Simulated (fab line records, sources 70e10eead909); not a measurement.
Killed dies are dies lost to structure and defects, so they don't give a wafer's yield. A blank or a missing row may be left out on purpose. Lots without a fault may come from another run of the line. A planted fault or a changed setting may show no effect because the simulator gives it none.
Problem report in the 8D (eight disciplines) form, filled by code | flow nand_harc | the parts of the form that need people (team, actions taken, sign-off) are left out

1. THE PROBLEM
raw_defect_count at NHARC_A_CONTACT_INSPECT_71 reads a mean of 908 on 2 wafers of 2 lots; wafers without a fault read 83 with a standard deviation of 31. That is +27 standard deviations from the usual mean.
First seen on wafer L710.1, day 29 07:55, on defect_inspect-01. The record holds 33 wafers of 11 lots with a number at this step. Rule for "out", or "out of limits": more than 4 standard deviations from the usual mean. The other wafers with a number count as sound.

2. WHAT IT IS AND WHAT IT IS NOT
question                    | is                | is not
which readings at this step | raw_defect_count  | -
which lots                  | L710, L714        | L693, L694, L697, L698, L699, L700, L703, L704, L715
which wafers of those lots  | L710.1, L714.6    | L710.2, L710.3, L714.1, L714.5
read on which gauges        | defect_inspect-01 | defect_inspect-02
when                        | from day 29 07:55 | up to then (26 sound wafers); but 5 sound wafers of L714, L715 came after

3. SUSPECTS, AND WHAT RULES EACH OUT
Counting: a tool at a process step up to the reading stays a suspect if it ran every lot that is out. Sound lots after the first of them don't rule it out here, since some wafers of a struck lot are sound.
- the gauge at NHARC_A_CONTACT_INSPECT_71: kept. All the wafers that are out were read on defect_inspect-01, and no step on other tools shows them out.
- pecvd-03 at NHARC_A_CONTACT_DEP_58 (deposits SiON, target thk 90 nm): kept. It ran every lot that is out, first L710 (day 29 07:05); its last sound lot up to then is L704 (day 27 11:13).
- Within pecvd-03 at NHARC_A_CONTACT_DEP_58: the wafers that are out ran in chamber 1; their sound lot-mates ran in chambers 0, 2.
Left after counting: pecvd-03 at NHARC_A_CONTACT_DEP_58, defect_inspect-01 at NHARC_A_CONTACT_INSPECT_71.

4. THE CAUSE (what the simulator had put in)
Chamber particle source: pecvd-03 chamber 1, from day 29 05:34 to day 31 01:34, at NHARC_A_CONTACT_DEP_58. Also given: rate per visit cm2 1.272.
Counting left 2 suspects, and this tool is among them.

5. THE CHAIN OF EFFECTS, in route order
Each row: a reading whose mean over the struck wafers that have a number lies more than 3 standard deviations from the usual. Only readings for which the record gives a usual standard deviation are gone through. hours: the time from each lot's start at the first step in this table that gives one to its start at this step, as a median over the lots. sigmas: the change in usual standard deviations.
hours | step                       | reading          | usual | on struck wafers | change | sigmas
0     | NHARC_A_CONTACT_INSPECT_71 | raw_defect_count | 83    | 908              | +824   | +27
60    | NHARC_END_SORT_01          | killed_at_array  | 58    | 114              | +56    | +3.3
60    | NHARC_END_SORT_01          | killed_dies      | 62    | 116              | +54    | +3.2

6. WHAT WOULD HAVE CAUGHT IT SOONER
In this record the first reading out of limits at a measuring or inspecting step was taken at day 29 07:55, 2 hours after the fault began at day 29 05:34.
Of the tool readings at NHARC_A_CONTACT_DEP_58 for which the record gives a usual standard deviation, none was out on any struck wafer, so an alarm limit of 4 standard deviations on them would not have fired.
Of the lots that are out (2), L714 began NHARC_A_CONTACT_DEP_58 on pecvd-03 after day 29 07:55. A hold on the tool at that time would have spared it.
